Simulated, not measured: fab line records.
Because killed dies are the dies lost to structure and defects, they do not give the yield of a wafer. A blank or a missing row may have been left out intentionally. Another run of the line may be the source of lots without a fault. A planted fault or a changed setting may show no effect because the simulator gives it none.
fab line records	flow n5Finfet
[record] lots = 7	wafers = 39
route steps=1938 shown ZERO_LAYER@4 FIN_SAQP@100 SD_EPI_N@278 HKMG_FIN@403 BEOL_M0_SAQP@673
startH: hours from the record's opening day to when the first of the lot's shown wafers began	waitH: hours elapsed since this lot's preceding step	" unchanged from the row above	L1.1+2: several wafers, shown together as one row	- no value, or no start was given	* or withheld: withheld	< > ~ a bound
route shown NAME@n: NAME is a module with steps in the file, n the number in the route of the first one	usual: the fault-free wafers' mean and standard deviation	same: alike in all rows	chamber/n: place in a boat	sites: readings site by site	_std_site: their standard deviation	_edge_site: outer sites' mean less inner sites'	radiusMm: for every site, how far away it sits from the centre of the wafer	mask NAME#n: copy n	behind: tool/chamber where the wafer was last shaped	hold: what put the lot on hold/how long, in hours/how the hold closed	device: the transistor (n, p or np) that didn't switch	end of line: the same wafers' tests at the end of the route	where a step has no rows: the recipe by itself	killed: dies that structure and defects cost at the first sort, which is not the same as the wafer's yield	map: a wafer's dies, marking killed ones x, the rest . and places with no die _
set.NAME: the setting as run; set.NAME@STEP: as run at that earlier step	model.NAME: the simulator's own value behind a step, which no gauge read
one table per step and one row per wafer, for lots whose settings were changed on purpose
[[steps]]
[step N5_ZERO_LAYER_PECVD_02]
[recipe] material = SiO2	targetThkA = 100	tempC = 400	precursor = SiH4/N2O	pressureTorr = 0.75	rfW = 275	timeS = 6
lot.wafer	tool	chamber	startH	waitH	set.timeS	model.SiO2_of_ZERO_LAYER_PECVD_02.thkNm
L074.1	pecvd-01	1	12.30	0.0	6	9.796
L074.2	"	0	"	"	9.568	15.72
L074.3	"	2	"	"	9.568	15.67
L074.4	"	2	"	"	6	9.917
L074.5	"	0	"	"	9.568	16.22
L074.6	"	1	"	"	6	10.06
L078.1	pecvd-01	1	36.31	0.0	2.987	5.172
L078.2	"	0	"	"	6	10.03
L078.3	"	2	"	"	2.987	4.738
L078.4	"	1	"	"	6	10.19
L078.5	"	2	"	"	2.987	5.073
L078.6	"	0	"	"	6	10.17
L080.1	pecvd-01	0	48.28	0.0	6	9.769
L080.2	"	2	"	"	5.01	8.329
L080.3	"	1	"	"	5.01	8.153
L080.4	"	1	"	"	5.01	8.303
L080.5	"	0	"	"	6	9.961
L080.6	"	2	"	"	6	10.03
L081.2	pecvd-03	0	54.30	0.0	6	9.915
L081.5	"	2	"	"	6	10.14
L081.6	"	1	"	"	6	10.09
L084.1	pecvd-02	2	72.28	0.0	2.459	3.99
L084.2	"	0	"	"	6	9.858
L084.3	"	1	"	"	6	9.923
L084.4	"	2	"	"	2.459	4.156
L084.5	"	0	"	"	6	10.03
L084.6	"	1	"	"	2.459	4.197
L088.1	pecvd-02	0	96.28	0.0	6	10.01
L088.2	"	1	"	"	6	9.941
L088.3	"	2	"	"	3.746	6.264
L088.4	"	0	"	"	6	10.07
L088.5	"	2	"	"	3.746	6.291
L088.6	"	1	"	"	3.746	6.333
L090.1	pecvd-01	2	108.47	0.0	8.46	14.31
L090.2	"	0	"	"	6	10.23
L090.3	"	1	"	"	6	10.12
L090.4	"	2	"	"	8.46	14.44
L090.5	"	0	"	"	6	10.31
L090.6	"	1	"	"	8.46	14.52
[step N5_FIN_SAQP_PECVD_06]
[recipe] material = a-Si	targetThkA = 600	tempC = 400	precursor = SiH4/He	pressureTorr = 3	rfW = 100	timeS = 48.1
lot.wafer	tool	chamber	startH	waitH	set.timeS	model.a-Si_of_FIN_SAQP_PECVD_06.thkNm
L074.1	pecvd-01	2	21.75	0.0	20.81	25.71
L074.2	"	1	"	"	48.1	60.44
L074.3	"	0	"	"	20.81	26
L074.4	"	1	"	"	48.1	60.17
L074.5	"	0	"	"	20.81	26.81
L074.6	"	2	"	"	48.1	61.04
L078.1	pecvd-04	2	45.86	0.0	48.1	60
L078.2	"	0	"	"	29.86	36.68
L078.3	"	1	"	"	48.1	60.94
L078.4	"	1	"	"	48.1	61.15
L078.5	"	0	"	"	29.86	38.01
L078.6	"	2	"	"	29.86	37.36
L080.1	pecvd-02	2	57.49	0.0	19.99	24.39
L080.2	"	0	"	"	19.99	24.37
L080.3	"	1	"	"	48.1	59.19
L080.4	"	0	"	"	48.1	60.18
L080.5	"	2	"	"	19.99	24.7
L080.6	"	1	"	"	48.1	60.98
L081.2	pecvd-04	2	63.84	0.0	48.1	59.51
L081.5	"	0	"	"	48.1	60.27
L081.6	"	1	"	"	48.1	61.37
L084.1	pecvd-02	2	81.48	0.0	48.1	59.21
L084.2	"	0	"	"	48.1	58.48
L084.3	"	1	"	"	48.1	59.35
L084.4	"	2	"	"	48.1	59.59
L084.5	"	1	"	"	48.1	60.21
L084.6	"	0	"	"	48.1	59.33
L088.1	pecvd-02	2	105.08	0.0	70.43	87.71
L088.2	"	1	"	"	70.43	87.14
L088.3	"	0	"	"	48.1	58.57
L088.4	"	2	"	"	48.1	60.69
L088.5	"	1	"	"	48.1	59.87
L088.6	"	0	"	"	70.43	88.15
L090.1	pecvd-04	1	118.16	0.0	61.54	77.6
L090.2	"	0	"	"	48.1	59.74
L090.3	"	2	"	"	61.54	76.3
L090.4	"	0	"	"	48.1	61.21
L090.5	"	1	"	"	61.54	79
L090.6	"	2	"	"	48.1	60.48
[step N5_FIN_SAQP_THK_MEAS_07]
[usual] thkNm = 60.1/0.86
lot.wafer	tool	chamber	startH	waitH	set.timeS@FIN_SAQP_PECVD_06	thkNm
L074.1	filmMetro-02	-	21.86	0.1	20.81	25.7
L074.2	"	-	"	"	48.1	60.4
L074.3	"	-	"	"	20.81	26.0
L074.4	"	-	"	"	48.1	60.1
L074.5	"	-	"	"	20.81	26.8
L074.6	"	-	"	"	48.1	61.0
L078.1	filmMetro-02	-	45.95	0.1	48.1	60.0
L078.2	"	-	"	"	29.86	36.7
L078.3	"	-	"	"	48.1	60.9
L078.4	"	-	"	"	48.1	61.2
L078.5	"	-	"	"	29.86	38.0
L078.6	"	-	"	"	29.86	37.4
L080.1	filmMetro-02	-	57.58	0.1	19.99	24.3
L080.2	"	-	"	"	19.99	24.4
L080.3	"	-	"	"	48.1	59.1
L080.4	"	-	"	"	48.1	60.2
L080.5	"	-	"	"	19.99	24.7
L080.6	"	-	"	"	48.1	61.0
L081.2	filmMetro-02	-	63.93	0.1	48.1	59.5
L081.5	"	-	"	"	48.1	60.2
L081.6	"	-	"	"	48.1	61.4
L084.1	filmMetro-01	-	81.56	0.1	48.1	59.2
L084.2	"	-	"	"	48.1	58.5
L084.3	"	-	"	"	48.1	59.3
L084.4	"	-	"	"	48.1	59.6
L084.5	"	-	"	"	48.1	60.3
L084.6	"	-	"	"	48.1	59.4
L088.1	filmMetro-02	-	105.17	0.1	70.43	87.7
L088.2	"	-	"	"	70.43	87.1
L088.3	"	-	"	"	48.1	58.5
L088.4	"	-	"	"	48.1	60.6
L088.5	"	-	"	"	48.1	59.9
L088.6	"	-	"	"	70.43	88.1
L090.1	filmMetro-02	-	118.25	0.1	61.54	77.7
L090.2	"	-	"	"	48.1	59.7
L090.3	"	-	"	"	61.54	76.3
L090.4	"	-	"	"	48.1	61.3
L090.5	"	-	"	"	61.54	79.0
L090.6	"	-	"	"	48.1	60.5
[step N5_FIN_SAQP_HM_DEP_72]
[recipe] material = SiO2	targetThkA = 120	tempC = 400	precursor = SiH4/N2O	pressureTorr = 0.75	rfW = 275	timeS = 7.2
[step N5_FIN_SAQP_COAT_49]
[recipe] resist = SOC	tempC = 250	timeS = 60	spinRpm = 1500	resistThkNm = 100
[step N5_FIN_SAQP_HM_OPEN_73]
[recipe] chemistry = CHF3/O2	target = SiO2	stopOn = a-Si	targetDepthA = 120	overEtchFrac = 1.8	maskMaterial = SOC	timeS = 16.8	pressureMtorr = 30	sourceW = 650	biasW = 170	Ar_flow_sccm = 200	CHF3_flow_sccm = 50	O2_flow_sccm = 5	ionEnergyEv = 200	ends = endPoint
[step N5_FIN_SAQP_STRIP_74]
[recipe] chemistry = CHF3/O2	resist = SiARC	rfFrequencyHz = 6e+07
[step N5_FIN_SAQP_MANDREL_ETCH_22]
[recipe] targetDepthA = 600	chemistry = HBr/Cl2	target = a-Si	stopOn = SiNx	btTimeS = 10	overEtchFrac = 0.5	timeS = 30	pressureMtorr = 10	icpW = 800	biasW = 75	HBr_flow_sccm = 150	Cl2_flow_sccm = 80	ends = endPoint
[usual] oesProductAu = 0.774/0.014
lot.wafer	tool	chamber	startH	waitH	set.timeS@FIN_SAQP_PECVD_06	oesProductAu	model.etch.depthNm
L074.1	rieSi-04	0	22.77	0.0	20.81	0.510	25.71
L074.2	"	3	"	"	48.1	0.763	60.39
L074.3	"	2	"	"	20.81	0.493	26
L074.4	"	1	"	"	48.1	0.778	60.15
L074.5	"	0	"	"	20.81	0.511	26.76
L074.6	"	1	"	"	48.1	0.791	61.04
L078.1	rieSi-03	2	46.99	0.0	48.1	0.783	60
L078.2	"	0	"	"	29.86	0.605	36.67
L078.3	"	3	"	"	48.1	0.782	60.94
L078.4	"	2	"	"	48.1	0.794	61.15
L078.5	"	0	"	"	29.86	0.616	38.01
L078.6	"	3	"	"	29.86	0.601	37.35
L080.1	rieSi-03	2	58.85	0.0	19.99	0.510	24.39
L080.2	"	3	"	"	19.99	0.499	24.37
L080.3	"	0	"	"	48.1	0.786	59.18
L080.4	"	2	"	"	48.1	0.781	60.16
L080.5	"	3	"	"	19.99	0.510	24.68
L080.6	"	0	"	"	48.1	0.806	60.97
L081.2	rieSi-03	3	64.94	0.0	48.1	0.770	59.49
L081.5	"	0	"	"	48.1	0.800	60.27
L081.6	"	1	"	"	48.1	0.780	61.35
L084.1	rieSi-06	1	82.33	0.0	48.1	0.759	59.2
L084.2	"	0	"	"	48.1	0.743	58.48
L084.3	"	2	"	"	48.1	0.763	59.35
L084.4	"	3	"	"	48.1	0.781	59.59
L084.5	"	3	"	"	48.1	0.786	60.21
L084.6	"	2	"	"	48.1	0.764	59.33
L088.1	rieSi-06	3	106.78	0.0	70.43	0.991	87.71
L088.2	"	0	"	"	70.43	0.959	87.13
L088.3	"	1	"	"	48.1	0.757	58.57
L088.4	"	2	"	"	48.1	0.781	60.69
L088.5	"	2	"	"	48.1	0.771	59.87
L088.6	"	3	"	"	70.43	1.005	88.14
L090.1	rieSi-06	0	119.02	0.0	61.54	0.888	77.59
L090.2	"	3	"	"	48.1	0.777	59.74
L090.3	"	2	"	"	61.54	0.900	76.29
L090.4	"	1	"	"	48.1	0.782	61.2
L090.5	"	2	"	"	61.54	0.915	78.98
L090.6	"	3	"	"	48.1	0.777	60.48
[step N5_SD_EPI_N_ETCH_45]
[recipe] chemistry = CH3F/O2	target = SiOCN	targetDepthA = 60	maskMaterial = SOC	ionEnergyEv = 60	biasW = 29	pressureMtorr = 15	sourceW = 410	Ar_flow_sccm = 150	CH3F_flow_sccm = 30	O2_flow_sccm = 20
lot.wafer	tool	chamber	startH	waitH	set.targetDepthA	model.etch.depthNm
L074.1	rieDiel-02	0	54.59	0.1	45.7	4.562
L074.2	"	1	"	"	60	6.038
L074.3	"	2	"	"	45.7	4.563
L074.4	"	3	"	"	45.7	4.532
L074.5	"	0	"	"	60	6.02
L074.6	"	3	"	"	60	5.935
L078.1	rieDiel-01	3	76.17	0.1	90.71	9.06
L078.2	"	1	"	"	90.71	9.228
L078.3	"	0	"	"	90.71	9.028
L078.4	"	2	"	"	60	5.942
L078.5	"	1	"	"	60	6.061
L078.6	"	0	"	"	60	5.956
L080.1	rieDiel-02	2	86.80	0.1	60	5.895
L080.2	"	1	"	"	80.28	8.129
L080.3	"	0	"	"	80.28	8.033
L080.4	"	3	"	"	60	5.942
L080.5	"	1	"	"	80.28	8.157
L080.6	"	0	"	"	60	5.953
L081.2	rieDiel-02	1	91.40	0.1	60	6.139
L081.5	"	0	"	"	60	6.066
L081.6	"	1	"	"	60	6.106
L084.1	rieDiel-01	2	109.45	0.1	81.41	8.063
L084.2	"	0	"	"	60	5.885
L084.3	"	1	"	"	81.41	8.187
L084.4	"	3	"	"	60	5.998
L084.5	"	0	"	"	60	5.96
L084.6	"	1	"	"	81.41	8.246
L088.1	rieDiel-05	2	134.98	0.1	60	5.891
L088.2	"	0	"	"	35.1	3.427
L088.3	"	3	"	"	35.1	3.487
L088.4	"	1	"	"	35.1	3.467
L088.5	"	1	"	"	60	5.962
L088.6	"	0	"	"	60	5.863
L090.1	rieDiel-05	1	148.18	0.1	84.43	8.273
L090.2	"	0	"	"	84.43	8.24
L090.3	"	2	"	"	60	5.84
L090.4	"	3	"	"	60	5.967
L090.5	"	0	"	"	60	5.855
L090.6	"	1	"	"	84.43	8.344
[step N5_HKMG_FIN_ETCH_55]
[recipe] chemistry = N2/H2	target = SOC	targetDepthA = 2400	tempC = 40	timeS = 300	ionEnergyEv = 200	maskMaterial = SiARC	pressureMtorr = 30	sourceW = 840	biasW = 150	n2FlowSccm = 200	h2FlowSccm = 200
lot.wafer	tool	chamber	startH	waitH	set.timeS	model.etch.depthNm	model.HKMG_FIN.featureDepthNm	model.SiARC_of_HKMG_FIN_COAT_42.thkNm
L074.1	rieDiel-01	2	76.72	0.0	359	282.6	282.6	18.6
L074.2	"	1	"	"	300	241.5	241.4	21
L074.3	"	3	"	"	359	284.5	284.4	18.4
L074.4	"	0	"	"	300	239.6	239.6	21.2
L074.5	"	0	"	"	300	238	238	21.4
L074.6	"	1	"	"	359	286.9	287	18.2
L078.1	rieDiel-02	2	96.85	0.0	418.8	333.7	333.6	16
L078.2	"	0	"	"	300	238.6	238.6	21.2
L078.3	"	3	"	"	300	235.4	235.4	21.6
L078.4	"	1	"	"	300	240.7	240.6	21.2
L078.5	"	3	"	"	418.8	331	331	16
L078.6	"	2	"	"	418.8	333.9	333.8	16
L080.1	rieDiel-05	0	109.09	0.0	300	232.6	232.6	21.6
L080.2	"	3	"	"	300	242.1	242	21.2
L080.3	"	1	"	"	300	240.6	240.6	21.2
L080.4	"	2	"	"	300	238.7	238.8	21.4
L080.5	"	0	"	"	300	233	233	21.6
L080.6	"	1	"	"	300	240.4	240.4	21.2
L081.2	rieDiel-01	0	112.54	0.0	300	238.2	238.2	21.4
L081.5	"	1	"	"	300	244.8	244.8	20.8
L081.6	"	0	"	"	300	240.9	240.8	21.2
L084.1	rieDiel-01	1	132.57	0.0	432.7	348.4	348.4	14.6
L084.2	"	0	"	"	300	237.8	237.8	21.2
L084.3	"	3	"	"	300	238.9	238.8	20.8
L084.4	"	2	"	"	432.7	340.6	340.6	15
L084.5	"	3	"	"	432.7	345	345	14.8
L084.6	"	0	"	"	300	240.4	240.4	21
L088.1	rieDiel-01	2	156.49	0.0	300	234.8	234.8	21.4
L088.2	"	3	"	"	448.9	351.6	351.6	14.4
L088.3	"	1	"	"	448.9	358.1	358.2	14
L088.4	"	0	"	"	300	237	237	21.2
L088.5	"	0	"	"	300	235.1	235	21.4
L088.6	"	3	"	"	448.9	353.7	353.8	14.4
L090.1	rieDiel-05	3	170.49	0.0	300	236.7	236.6	21.4
L090.2	"	2	"	"	300	236.4	236.4	21.6
L090.3	"	0	"	"	149.7	114.7	114.6	28.4
L090.4	"	1	"	"	149.7	118.3	118.2	28.2
L090.5	"	1	"	"	300	237.6	237.6	21.2
L090.6	"	0	"	"	149.7	116	116	28.4
[step N5_HKMG_FIN_STRIP_56]
[recipe] chemistry = N2/H2	tempC = 40	n2FlowSccm = 200	h2FlowSccm = 200	rfFrequencyHz = 6e+07
[step N5_HKMG_FIN_STRIP_57]
[recipe] chemistry = CF4	resist = SiARC	powerW = 300	biasPowerW = 75	pressureMtorr = 50	cf4FlowSccm = 150	rfFrequencyHz = 6e+07
[step N5_HKMG_FIN_ETCH_58]
[recipe] chemistry = N2/H2	target = SOC	targetDepthA = 2158	ionEnergyEv = 50	biasW = 13	timeS = 741	pressureMtorr = 30	sourceW = 875	n2FlowSccm = 200	h2FlowSccm = 200
lot.wafer	tool	chamber	startH	waitH	set.timeS@HKMG_FIN_ETCH_55	model.HKMG_FIN.cdOffsetNm
L074.1	rieDiel-01	2	76.93	0.0	359	1.2
L074.2	"	1	"	"	300	0.6
L074.3	"	3	"	"	359	1
L074.4	"	0	"	"	300	-0.4
L074.5	"	0	"	"	300	0.4
L074.6	"	1	"	"	359	0.6
L078.1	rieDiel-02	2	97.06	0.0	418.8	3
L078.2	"	0	"	"	300	0.4
L078.3	"	3	"	"	300	-0.4
L078.4	"	1	"	"	300	0.2
L078.5	"	3	"	"	418.8	2
L078.6	"	2	"	"	418.8	2.2
L080.1+4	rieDiel-05	0,2	109.30	0.0	300	-1.2
L080.2+6	"	3,1	"	"	300	-0.6
L080.3	"	1	"	"	300	-0.4
L080.5	"	0	"	"	300	-0.8
L081.2+5	rieDiel-01	0,1	112.75	0.0	300	0.8
L081.6	"	0	"	"	300	0.6
L084.1	rieDiel-01	1	132.78	0.0	432.7	2.4
L084.2+3	"	0,3	"	"	300	-1
L084.4	"	2	"	"	432.7	2.2
L084.5	"	3	"	"	432.7	1.6
L084.6	"	0	"	"	300	-0.2
L088.1	rieDiel-01	2	156.71	0.0	300	-0.4
L088.2+3	"	3,1	"	"	448.9	2.8
L088.4	"	0	"	"	300	0
L088.5	"	0	"	"	300	0.2
L088.6	"	3	"	"	448.9	2.6
L090.1	rieDiel-05	3	170.70	0.0	300	0.2
L090.2+5	"	2,1	"	"	300	0.4
L090.3	"	0	"	"	149.7	-2.6
L090.4+6	"	1,0	"	"	149.7	-2.4
[step N5_BEOL_M0_SAQP_ETCH_107]
[recipe] chemistry = CH3F/O2	target = SiNx	targetDepthA = 300	maskMaterial = SOC	pressureMtorr = 30	sourceW = 395	biasW = 73	Ar_flow_sccm = 150	CH3F_flow_sccm = 30	O2_flow_sccm = 20	ionEnergyEv = 120
lot.wafer	tool	chamber	startH	waitH	set.targetDepthA	model.BEOL_M0_SAQP.featureDepthNm	model.SOC_of_BEOL_M0_SAQP_COAT_105.thkNm
L074.1	rieDiel-04	1	115.70	0.0	300	30.4	11.8
L074.2	"	0	"	"	420.3	42.2	7.2
L074.3	"	2	"	"	420.3	42	8.8
L074.4	"	2	"	"	300	30	13.2
L074.5	"	0	"	"	300	30	11.8
L074.6	"	1	"	"	420.3	42.6	8
L078.1	rieDiel-04	2	135.23	0.0	300	30.2	12.8
L078.2+3	"	0,3	"	"	300	30.4	12
L078.4	"	1	"	"	300	30.2	12.2
L078.5	"	0	"	"	300	30.4	11.2
L078.6	"	1	"	"	300	30.2	12.4
L080.1	rieDiel-03	2	147.34	0.0	300	30.2	12.6
L080.2	"	0	"	"	168.1	16.4	19.4
L080.3	"	1	"	"	300	29.8	14.6
L080.4	"	1	"	"	168.1	16.4	18.6
L080.5	"	2	"	"	300	30.4	12.2
L080.6	"	0	"	"	168.1	16.4	19.2
L081.2	rieDiel-03	0	151.43	0.0	300	29.4	14.4
L081.5	"	1	"	"	300	29.2	14.8
L081.6	"	0	"	"	300	29.2	14
L084.1	rieDiel-06	2	170.20	0.0	152.9	15	21
L084.2	"	3	"	"	300	30	13.6
L084.3	"	0	"	"	152.9	15	19.8
L084.4	"	1	"	"	300	30.2	12.4
L084.5	"	0	"	"	152.9	15.2	19
L084.6	"	1	"	"	300	30.2	12.6
L088.1	rieDiel-03	3	195.66	0.0	300	29.6	14.6
L088.2	"	0	"	"	300	29	14.8
L088.3	"	1	"	"	300	29.2	15.2
L088.4	"	2	"	"	300	30.4	12.8
L088.5	"	3	"	"	300	29.6	14.4
L088.6	"	0	"	"	300	29.2	15
L090.1	rieDiel-06	2	210.56	0.0	215.9	21	17.4
L090.2	"	0	"	"	300	29.6	13.8
L090.3	"	3	"	"	215.9	21.6	16
L090.4	"	1	"	"	215.9	21.6	15.4
L090.5	"	0	"	"	300	29.4	13.6
L090.6	"	1	"	"	300	30	12
[[key]]
[split] step = N5_ZERO_LAYER_PECVD_02	setting = timeS	stated = 6	by = wafer
[response] step = N5_ZERO_LAYER_PECVD_02	reading = model.SiO2_of_ZERO_LAYER_PECVD_02.thkNm	change = +0.1	per = 1%	r = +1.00
[split] step = N5_FIN_SAQP_PECVD_06	setting = timeS	stated = 48.1	by = wafer
[response] step = N5_FIN_SAQP_PECVD_06	reading = model.a-Si_of_FIN_SAQP_PECVD_06.thkNm	change = +0.608	per = 1%	r = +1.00
[response] step = N5_FIN_SAQP_THK_MEAS_07	reading = thkNm	change = *	per = 1%	r = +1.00
[response] step = N5_FIN_SAQP_MANDREL_ETCH_22	reading = oesProductAu	change = +0.00475	per = 1%	r = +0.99
[response] step = N5_FIN_SAQP_MANDREL_ETCH_22	reading = model.etch.depthNm	change = +0.608	per = 1%	r = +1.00
[split] step = N5_SD_EPI_N_ETCH_45	setting = targetDepthA	stated = 60	by = wafer
[response] step = N5_SD_EPI_N_ETCH_45	reading = model.etch.depthNm	change = +0.0608	per = 1%	r = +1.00
[split] step = N5_HKMG_FIN_ETCH_55	setting = timeS	stated = 300	by = wafer
[response] step = N5_HKMG_FIN_ETCH_55	reading = model.etch.depthNm	change = +2.39	per = 1%	r = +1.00
[response] step = N5_HKMG_FIN_ETCH_55	reading = model.HKMG_FIN.featureDepthNm	change = +2.39	per = 1%	r = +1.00
[response] step = N5_HKMG_FIN_ETCH_55	reading = model.SiARC_of_HKMG_FIN_COAT_42.thkNm	change = -0.139	per = 1%	r = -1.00
[response] step = N5_HKMG_FIN_ETCH_58	reading = model.HKMG_FIN.cdOffsetNm	change = +0.0574	per = 1%	r = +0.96
[split] step = N5_BEOL_M0_SAQP_ETCH_107	setting = targetDepthA	stated = 300	by = wafer
[response] step = N5_BEOL_M0_SAQP_ETCH_107	reading = model.BEOL_M0_SAQP.featureDepthNm	change = +0.306	per = 1%	r = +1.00
[response] step = N5_BEOL_M0_SAQP_ETCH_107	reading = model.SOC_of_BEOL_M0_SAQP_COAT_105.thkNm	change = -0.129	per = 1%	r = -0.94
